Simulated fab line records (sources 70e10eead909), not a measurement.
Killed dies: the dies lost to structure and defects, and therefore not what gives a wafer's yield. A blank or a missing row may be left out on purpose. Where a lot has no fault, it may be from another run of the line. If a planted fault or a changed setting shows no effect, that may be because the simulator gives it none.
Matching of chambers / flow nand-harc / 4 sister chambers for NHARC_A_WL_FILL_ALD_19 on ald-metal-03
The step deposits TiN, target thk 2 nm, pulse time 3 s, ald cycles 100. 14 wafers are shown with their chamber, then 7 later ones without.

WAFERS, EACH WITH ITS CHAMBER
wafer=L075.1; chamber=3; heater-power-w (W)=931; precursor-pulse-height-rel=1.006
wafer=L075.2; chamber=0; heater-power-w (W)=1103; precursor-pulse-height-rel=0.994
wafer=L075.3; chamber=1; heater-power-w (W)=1092; precursor-pulse-height-rel=1.013
wafer=L078.3; chamber=2; heater-power-w (W)=1147; precursor-pulse-height-rel=1.030
wafer=L078.4; chamber=3; heater-power-w (W)=933; precursor-pulse-height-rel=0.995
wafer=L078.6; chamber=1; heater-power-w (W)=1106; precursor-pulse-height-rel=0.964
wafer=L080.1; chamber=2; heater-power-w (W)=1181; precursor-pulse-height-rel=0.999
wafer=L080.3; chamber=1; heater-power-w (W)=1093; precursor-pulse-height-rel=1.021
wafer=L080.6; chamber=1; heater-power-w (W)=1088; precursor-pulse-height-rel=1.019
wafer=L086.1; chamber=1; heater-power-w (W)=1107; precursor-pulse-height-rel=1.005
wafer=L086.3; chamber=3; heater-power-w (W)=975; precursor-pulse-height-rel=0.980
wafer=L086.6; chamber=0; heater-power-w (W)=1128; precursor-pulse-height-rel=0.973
wafer=L097.3; chamber=0; heater-power-w (W)=1115; precursor-pulse-height-rel=0.990
wafer=L097.4; chamber=1; heater-power-w (W)=1093; precursor-pulse-height-rel=1.025

SIGNATURES (means of the wafers above)
reading=heater-power-w; chamber 0=1115.33; chamber 1=1096.50; chamber 2=1164.00; chamber 3=946.33; scatter within a chamber=15.6
reading=precursor-pulse-height-rel; chamber 0=0.98567; chamber 1=1.00783; chamber 2=1.01450; chamber 3=0.99367; scatter within a chamber=0.019
Rule: a wafer's distance from a chamber is the root of the sum, over the readings, of the square of ((its reading less the chamber's mean) divided by the reading's scatter). If the next closest chamber is less than 2 further off than the closest, the wafer can't be placed; otherwise it belongs to the closest. The scatter: the root of (the sum of the squares of (reading less its chamber's mean) over the shown wafers, divided by (wafers less chambers)).

WAFERS WITH NO CHAMBER GIVEN
wafer=L097.6; heater-power-w (W)=1066; precursor-pulse-height-rel=0.991
wafer=L097.1; heater-power-w (W)=1077; precursor-pulse-height-rel=1.036
wafer=L097.2; heater-power-w (W)=965; precursor-pulse-height-rel=1.011
wafer=L097.5; heater-power-w (W)=1112; precursor-pulse-height-rel=0.961
wafer=L096.1; heater-power-w (W)=1068; precursor-pulse-height-rel=0.983
wafer=L096.5; heater-power-w (W)=981; precursor-pulse-height-rel=1.024
wafer=L096.6; heater-power-w (W)=1126; precursor-pulse-height-rel=1.002

WHICH CHAMBER EACH ONE RAN IN
wafer=L097.6; from the rows above=can't be placed: 1 or 0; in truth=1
wafer=L097.1; from the rows above=can't be placed: 1 or 0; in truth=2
wafer=L097.2; from the rows above=3; in truth=3
wafer=L097.5; from the rows above=can't be placed: 0 or 1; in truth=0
wafer=L096.1; from the rows above=can't be placed: 1 or 0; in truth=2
wafer=L096.5; from the rows above=3; in truth=3
wafer=L096.6; from the rows above=can't be placed: 0 or 1 or 2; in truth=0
2 of 7 placed correctly. Not placeable from these rows: 5 (in 3, the candidates include the true chamber). Number placed wrongly: 0.
